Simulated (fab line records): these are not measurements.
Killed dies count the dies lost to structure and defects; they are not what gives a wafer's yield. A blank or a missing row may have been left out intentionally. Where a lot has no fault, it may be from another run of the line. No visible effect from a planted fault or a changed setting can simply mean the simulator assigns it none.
A struck lot beside a sound one / flow n5_finfet / 34 steps out of a route of 1938
Sound: wafers L266.3, L266.4, L266.6. Struck: wafers L259.3, L259.4. (L259.2 of the same lot was not struck and is left out.) The cause comes at the end.
Each step with rows lists, per side, the tool, then ch with its chambers, then its first start. Under that, the readings that differ: sound wafers / struck wafers / difference of the means / sigmas: that difference in standard deviations of wafers without a fault.
alike: readings with means less than 2 such deviations apart, plus words and numbers identical on both sides. not compared: withheld readings, readings lacking a value on some wafer, bounds such as >300 that could conceal the same value, and numbers that have no deviation in the record and whose values overlap.
A row with sigmas, a row that says differs or no value, or rows on one side alone: a step with any of these is where the two part. Numbers that have no deviation but don't overlap get no sigmas and don't part them. Lack of a reading on every wafer of one side parts them only where that side has two or more wafers.

first, 9 steps without rows for these wafers: N5_FIN_SAQP_PRECLEAN_42 (cleans in O3/DIW, time 60 s); N5_FIN_SAQP_PRECLEAN_00 (cleans in SC1, time 60 s); N5_FIN_SAQP_PRECLEAN_44 (cleans in SC2, time 45 s); N5_FIN_SAQP_SRD_01 (time 30 s); N5_FIN_SAQP_ALD_61 (deposits SiO2, target thk 4 nm, pulse time 1 s, purge time 2 s); N5_FIN_SAQP_DENSIFY_62 (time 60 s); N5_FIN_SAQP_HM_DEP_03 (deposits SiNx from SiH4/NH3/N2, target thk 38 nm, time 33.6 s); N5_FIN_SAQP_PECVD_47 (deposits a-Si from SiH4/He, target thk 45 nm, time 36.3 s); N5_FIN_SAQP_PECVD_48 (deposits SiNx from SiH4/NH3/N2, target thk 25 nm, time 22.1 s).
N5_FIN_SAQP_PECVD_06: deposits a-Si from SiH4/He, target thk 60 nm, time 48.1 s.
  sound on pecvd-01 ch 0,1,2, day 7 19:08; struck on pecvd-04 ch 1, day 5 21:58
reading=model.a-Si_of_FIN_SAQP_PECVD_06.thk_nm (nm); sound=59.92 60.5 59.62; struck=53 53.19; difference=-7; sigmas=
  alike: heater_power_outer_w, heater_power_w, showerhead_plenum_p_Torr, throttle_valve_pct
N5_FIN_SAQP_THK_MEAS_07:
  sound on film_metro-01 at day 7 19:14; struck on film_metro-02 at day 5 22:03
reading=thk_nm (nm); sound=59.9 60.5 59.6; struck=53.0 53.3; difference=-6.9; sigmas=-9
then, 15 steps without rows for these wafers: N5_FIN_SAQP_HM_DEP_72 (deposits SiO2 from SiH4/N2O, target thk 12 nm, time 7.2 s); N5_FIN_SAQP_COAT_49 (time 60 s, resist thk 100 nm); N5_FIN_SAQP_COAT_50 (time 60 s, resist thk 35 nm); N5_FIN_SAQP_COAT_10 (resist thk 90 nm); N5_FIN_SAQP_EBR_12; N5_FIN_SAQP_SOFTBAKE_11 (time 60 s); N5_FIN_SAQP_EXPOSE_13 (exposes mask FIN CORE, target cd 35.6 nm); N5_FIN_SAQP_PEB_14 (peb time 60 s); N5_FIN_SAQP_DEVELOP_15 (develop time 30 s); N5_FIN_SAQP_DESCUM_21 (chemistry O2, time 7.9 s); N5_FIN_SAQP_ETCH_51 (etches SiARC in CF4, target depth 45.5 nm, time 75.8 s); N5_FIN_SAQP_ETCH_52 (etches SOC in N2/H2, target depth 100 nm, overetch 20 nm, time 150 s); N5_FIN_SAQP_STRIP_53 (strips in N2/H2); N5_FIN_SAQP_HM_OPEN_73 (chemistry CHF3/O2, target SiO2, stops on a-Si, target depth 12 nm, time 16.8 s); N5_FIN_SAQP_STRIP_74 (strips in CHF3/O2).
N5_FIN_SAQP_MANDREL_ETCH_22: etches a-Si in HBr/Cl2, stops on SiNx, target depth 60 nm, bt time 10 s, time 30 s.
  sound on rie_si-03 ch 0,2,3, day 7 19:58; struck on rie_si-03 ch 1,2, day 5 22:57
reading=oes_product_au (a.u.); sound=0.782 0.755 0.757; struck=0.699 0.724; difference=-0.053; sigmas=-4
reading=model.etch.depth_nm (nm); sound=59.92 60.5 59.62; struck=52.98 53.19; difference=-6.93; sigmas=
  alike: drypump_motor_current_A, throttle_valve_pct
  not compared: rf_hours_counter_h
then, 5 steps without rows for these wafers: N5_FIN_SAQP_STRIP_55 (strips in N2/H2); N5_FIN_SAQP_STRIP_23 (strips in SPM, time 750 s); N5_FIN_SAQP_SRD_66 (time 30 s); N5_FIN_SAQP_RECESS_75 (chemistry HF/NH3, target SiO2, target depth 14.4 nm, afs cycles 3, sublimation time 60 s); N5_FIN_SAQP_SPACER1_ALD_24 (deposits SiO2, target thk 20.3 nm, pulse time 1 s, purge time 2 s).
N5_FIN_SAQP_SPACER1_ETCHBACK_25: etches SiO2 in CHF3/O2, target depth 24.4 nm, time 12.2 s.
  sound on rie_diel-03 ch 1,3, day 7 21:29; struck on rie_diel-03 ch 0,1, day 6 00:35
reading=model.a-Si_of_FIN_SAQP_PECVD_06.thk_nm (nm); sound=59 59.6 58.8; struck=52 52.2; difference=-7; sigmas=
  alike: drypump_motor_current_A, oes_f_703_au, oes_o_777_au, oes_product_au, rf_vpp_V, showerhead_plenum_p_Torr, throttle_valve_pct
  not compared: rf_hours_counter_h
then, 1 step without rows for these wafers: N5_FIN_SAQP_MANDREL1_REMOVE_56 (chemistry HBr/Cl2/O2, target a-Si, stops on SiNx, bt time 10 s).

## WHERE THEY PART
Last at N5_FIN_SAQP_MANDREL_ETCH_22 as far as this record goes, first at N5_FIN_SAQP_THK_MEAS_07. Later steps at which nothing parts them and some readings are alike: N5_FIN_SAQP_SPACER1_ETCHBACK_25.

WHY: what the simulator had put in
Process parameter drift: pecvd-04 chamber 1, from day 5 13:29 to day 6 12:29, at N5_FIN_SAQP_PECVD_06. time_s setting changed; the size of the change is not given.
